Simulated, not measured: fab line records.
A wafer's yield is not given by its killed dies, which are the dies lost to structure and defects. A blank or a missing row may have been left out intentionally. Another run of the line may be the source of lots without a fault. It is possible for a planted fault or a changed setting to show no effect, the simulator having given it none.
Split-lot trial || flow n5-finfet || route with 1938 steps; 7 lots, 21 wafers read

THE SPLIT
At N5_MOL_CONTACT_COAG_SPUTTER_130 (material Co, target thk 47.5 nm), the setting power-w was moved away from the recipe's 3000 W on 10 of the 21 wafers read, by -17.0% to +12.4%. All remaining wafers had this setting at the recipe value.

The reading comes from the split's own step.

THE READING
Co_of_MOL_CONTACT_COAG_SPUTTER_130.thk-nm (the simulator's own value, which no gauge read), in nm, at N5_MOL_CONTACT_COAG_SPUTTER_130 (material Co, target thk 47.5 nm). No usual value for it is given in the file. Across the 11 wafers here that went through the recipe, the average is 47.9 nm and the standard deviation 0.31 nm.

{"wafer": "L076.2", "tool, chamber at the split": "pvd-sputter-03, -", "power-w as run, W": 3000, "against the recipe": "recipe", "Co_of_MOL_CONTACT_COAG_SPUTTER_130.thk-nm, nm": 48, "against lot-mates on the recipe": "-"}
{"wafer": "L076.4", "tool, chamber at the split": "pvd-sputter-03, -", "power-w as run, W": 3000, "against the recipe": "recipe", "Co_of_MOL_CONTACT_COAG_SPUTTER_130.thk-nm, nm": 48.2, "against lot-mates on the recipe": "-"}
{"wafer": "L076.5", "tool, chamber at the split": "pvd-sputter-03, -", "power-w as run, W": 3000, "against the recipe": "recipe", "Co_of_MOL_CONTACT_COAG_SPUTTER_130.thk-nm, nm": 48.2, "against lot-mates on the recipe": "-"}
{"wafer": "L079.1", "tool, chamber at the split": "pvd-sputter-02, -", "power-w as run, W": 3000, "against the recipe": "recipe", "Co_of_MOL_CONTACT_COAG_SPUTTER_130.thk-nm, nm": 47.8, "against lot-mates on the recipe": "-"}
{"wafer": "L079.4", "tool, chamber at the split": "pvd-sputter-02, -", "power-w as run, W": 3000, "against the recipe": "recipe", "Co_of_MOL_CONTACT_COAG_SPUTTER_130.thk-nm, nm": 47.8, "against lot-mates on the recipe": "-"}
{"wafer": "L079.2", "tool, chamber at the split": "pvd-sputter-02, -", "power-w as run, W": 3000, "against the recipe": "recipe", "Co_of_MOL_CONTACT_COAG_SPUTTER_130.thk-nm, nm": 47.6, "against lot-mates on the recipe": "-"}
{"wafer": "L083.3", "tool, chamber at the split": "pvd-sputter-03, -", "power-w as run, W": 2489, "against the recipe": "-17.0%", "Co_of_MOL_CONTACT_COAG_SPUTTER_130.thk-nm, nm": 40, "against lot-mates on the recipe": -8.2}
{"wafer": "L083.4", "tool, chamber at the split": "pvd-sputter-03, -", "power-w as run, W": 2489, "against the recipe": "-17.0%", "Co_of_MOL_CONTACT_COAG_SPUTTER_130.thk-nm, nm": 40.6, "against lot-mates on the recipe": -7.6}
{"wafer": "L083.5", "tool, chamber at the split": "pvd-sputter-03, -", "power-w as run, W": 3000, "against the recipe": "recipe", "Co_of_MOL_CONTACT_COAG_SPUTTER_130.thk-nm, nm": 48.2, "against lot-mates on the recipe": "-"}
{"wafer": "L088.1", "tool, chamber at the split": "pvd-sputter-01, -", "power-w as run, W": 2790, "against the recipe": "-7.0%", "Co_of_MOL_CONTACT_COAG_SPUTTER_130.thk-nm, nm": 44.8, "against lot-mates on the recipe": -3.2}
{"wafer": "L088.4", "tool, chamber at the split": "pvd-sputter-01, -", "power-w as run, W": 2790, "against the recipe": "-7.0%", "Co_of_MOL_CONTACT_COAG_SPUTTER_130.thk-nm, nm": 44.8, "against lot-mates on the recipe": -3.2}
{"wafer": "L088.5", "tool, chamber at the split": "pvd-sputter-01, -", "power-w as run, W": 3000, "against the recipe": "recipe", "Co_of_MOL_CONTACT_COAG_SPUTTER_130.thk-nm, nm": 48, "against lot-mates on the recipe": "-"}
{"wafer": "L089.1", "tool, chamber at the split": "pvd-sputter-03, -", "power-w as run, W": 3000, "against the recipe": "recipe", "Co_of_MOL_CONTACT_COAG_SPUTTER_130.thk-nm, nm": 48.2, "against lot-mates on the recipe": "-"}
{"wafer": "L089.2", "tool, chamber at the split": "pvd-sputter-03, -", "power-w as run, W": 3346, "against the recipe": "+11.5%", "Co_of_MOL_CONTACT_COAG_SPUTTER_130.thk-nm, nm": 53.4, "against lot-mates on the recipe": "+5.2"}
{"wafer": "L089.4", "tool, chamber at the split": "pvd-sputter-03, -", "power-w as run, W": 3346, "against the recipe": "+11.5%", "Co_of_MOL_CONTACT_COAG_SPUTTER_130.thk-nm, nm": 53.8, "against lot-mates on the recipe": "+5.6"}
{"wafer": "L090.1", "tool, chamber at the split": "pvd-sputter-01, -", "power-w as run, W": 3371, "against the recipe": "+12.4%", "Co_of_MOL_CONTACT_COAG_SPUTTER_130.thk-nm, nm": 53.2, "against lot-mates on the recipe": "+5.6"}
{"wafer": "L090.2", "tool, chamber at the split": "pvd-sputter-01, -", "power-w as run, W": 3000, "against the recipe": "recipe", "Co_of_MOL_CONTACT_COAG_SPUTTER_130.thk-nm, nm": 47.6, "against lot-mates on the recipe": "-"}
{"wafer": "L090.5", "tool, chamber at the split": "pvd-sputter-01, -", "power-w as run, W": 3371, "against the recipe": "+12.4%", "Co_of_MOL_CONTACT_COAG_SPUTTER_130.thk-nm, nm": 53.6, "against lot-mates on the recipe": "+6.0"}
{"wafer": "L092.1", "tool, chamber at the split": "pvd-sputter-01, -", "power-w as run, W": 3161, "against the recipe": "+5.4%", "Co_of_MOL_CONTACT_COAG_SPUTTER_130.thk-nm, nm": 50.2, "against lot-mates on the recipe": "+3.0"}
{"wafer": "L092.3", "tool, chamber at the split": "pvd-sputter-01, -", "power-w as run, W": 3161, "against the recipe": "+5.4%", "Co_of_MOL_CONTACT_COAG_SPUTTER_130.thk-nm, nm": 50.2, "against lot-mates on the recipe": "+3.0"}
{"wafer": "L092.4", "tool, chamber at the split": "pvd-sputter-01, -", "power-w as run, W": 3000, "against the recipe": "recipe", "Co_of_MOL_CONTACT_COAG_SPUTTER_130.thk-nm, nm": 47.2, "against lot-mates on the recipe": "-"}

THE FIT
A straight line over all 21 wafers: Co_of_MOL_CONTACT_COAG_SPUTTER_130.thk-nm changes by +0.454 nm for each +1% of power-w; r = +1.00; the points scatter about the line by 0.32 nm.
The same after taking each lot's own level away (the mean of its wafers on the recipe; 21 wafers): +0.469 nm for each +1%; r = +1.00; scatter 0.21 nm.
Per that fit: largest power-w move, reading shift of 8 nm.
Across the lots, their own levels run from 47.20 to 48.20 nm, a range of 3.2 times the standard deviation given above.
Hence the lot-to-lot level has little effect on the slope; both slopes agree.
Check: -7.82 nm against its lot-mates is what the line predicts for one of the wafers moved furthest among these (-17.0%) when that wafer is left out of the fit. It came out at -8.2 nm against them.

OTHER SPLITS ON THESE WAFERS
Before the reading, these wafers also passed through other splits. Each is held against what the fit with the lots' levels taken away leaves over:
{"other split on the same wafers": "N5_GATE_CUT_COAT_07 spin-rpm", "wafers away from the commonest value": 4, "r with Co_of_MOL_CONTACT_COAG_SPUTTER_130.thk-nm (lot level and that fit taken away)": -0.07}

THE FILE'S OWN FIT
Co_of_MOL_CONTACT_COAG_SPUTTER_130.thk-nm changes by +0.47 nm for each +1% of power-w, r = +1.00.
